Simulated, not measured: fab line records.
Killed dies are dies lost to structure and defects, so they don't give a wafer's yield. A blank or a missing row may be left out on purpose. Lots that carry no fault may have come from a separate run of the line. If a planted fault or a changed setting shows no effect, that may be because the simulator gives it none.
A struck lot beside a sound one | flow nand harc | 14 out of 1302 route steps
Sound: the wafers L721.2, L721.5, L721.6. Struck: wafers L726.1, L726.4, L726.5. Last of all comes the cause.
Order at every step that has rows: each side's tool, ch and its chambers, its first start. Under that, the readings that differ: sound wafers | struck wafers | difference of the means | sigmas: that difference in standard deviations of wafers without a fault.
alike: same words and numbers on both sides, and readings whose means sit less than 2 such deviations apart. not compared: any withheld reading, any reading some wafer has no value for, any bound like >300 that may hide the same value, and any number with overlapping values for which the record gives no deviation.
A row with sigmas, a row that says differs or no value, or rows on one side alone: a step with any of these is where the two part. Numbers that have no deviation but don't overlap get no sigmas and don't part them. A reading missing from all wafers of one side parts the sides only when that side holds two or more wafers.

first, 4 steps without rows for these wafers: NHARC_A_CONTACT_EBR_38; NHARC_A_CONTACT_EXPOSE_39 (exposes mask A CC 3); NHARC_A_CONTACT_PEB_40 (peb time 65 s); NHARC_A_CONTACT_DEVELOP_41 (develop time 35 s).
NHARC_A_CONTACT_CD_MEAS_42: the cd target is 300 nm.
  sound on cd sem-01 ch 0, day 26 22:59; struck on cd sem-03 ch 0, day 29 13:12
  alike: cd nm
NHARC_A_CONTACT_OVL_MEAS_43:
  sound on overlay-02, day 26 23:05; struck on overlay-01, day 29 13:18
  reading           | sound          | struck       | difference | sigmas
  overlay x nm (nm) | -1.8 -1.7 -1.9 | -0.1 0.1 0.3 | +1.9       | +2
  alike: overlay y nm
NHARC_A_CONTACT_INSPECT_44:
  sound on defect inspect-02, day 26 23:07; struck on defect inspect-02, day 29 13:20
  reading          | sound      | struck   | difference | sigmas
  raw defect count | 101 104 96 | 23 33 28 | -72        | -2
then, 1 step without rows for these wafers: NHARC_A_CONTACT_DESCUM_47 (chemistry O2, time 3 s).
NHARC_A_CONTACT_ETCH_48: etches the open film in CF4, target depth 39 nm, time 65 s.
  sound on rie diel-06 ch 0,1,2, day 26 23:17; struck on rie diel-13 ch 2,3, day 29 13:29
  alike: bias w, cf4 flow sccm, drypump motor current A, oes product au, rf vpp V, showerhead plenum p Torr, throttle valve pct
  not compared: rf hours counter h
NHARC_A_CONTACT_ETCH_49: etches the open film in N2/H2, target depth 260 nm, time 475.3 s.
  sound: rie diel-06 ch 0,1,3; struck: rie diel-13 ch 1,2,3
  alike: bias w, chamber pressure mTorr, drypump motor current A, oes product au, rf vpp V, showerhead plenum p Torr, throttle valve pct
  not compared: rf hours counter h
NHARC_A_CONTACT_ETCH_50: etches the open film in CF4/CHF3, target depth 121 nm, time 60.5 s.
  sound: rie diel-06 ch 2,3; struck: rie diel-13 ch 1,2,3
  alike: bias w, cf4 flow sccm, drypump motor current A, oes product au, rf vpp V, showerhead plenum p Torr, throttle valve pct
  not compared: rf hours counter h
NHARC_A_CONTACT_ETCH_51: etches the open film in O2/COS, target depth 7000 nm, time 1820 s.
  sound: rie diel-06 ch 0,1,2; struck: rie diel-13 ch 1,2,3
  alike: bias w, chamber pressure mTorr, drypump motor current A, oes product au, rf vpp V, showerhead plenum p Torr, throttle valve pct
  not compared: rf hours counter h
NHARC_A_CONTACT_ETCH_111: etches the open film in C4F8/O2/Ar, time 140 s, target depth 700 nm.
  sound on har cap etch-01 ch 0,1, day 27 00:59; struck on har cap etch-01 ch 1, day 29 15:15
  no value came back on the struck wafers for chamber pressure mTorr (mTorr), oes air line au (a.u.); on the sound wafers chamber pressure mTorr (mTorr) reads 19.999 20.017 20.009
  not compared: rf hours counter h
NHARC_A_CONTACT_ETCH_112: etches the open film in C4F8/O2/Ar, time 190 s, target depth 1850 nm.
  sound on har cap etch-01 ch 0,1, day 27 01:11; struck on har cap etch-01 ch 1, day 29 15:27
  alike: chamber pressure mTorr, oes air line au
  not compared: rf hours counter h

## WHERE THEY PART
Earliest at NHARC_A_CONTACT_OVL_MEAS_43; latest, in this record, at NHARC_A_CONTACT_ETCH_111. Later steps at which nothing parts them and some readings are alike: NHARC_A_CONTACT_ETCH_112.

WHY: what the simulator had put in
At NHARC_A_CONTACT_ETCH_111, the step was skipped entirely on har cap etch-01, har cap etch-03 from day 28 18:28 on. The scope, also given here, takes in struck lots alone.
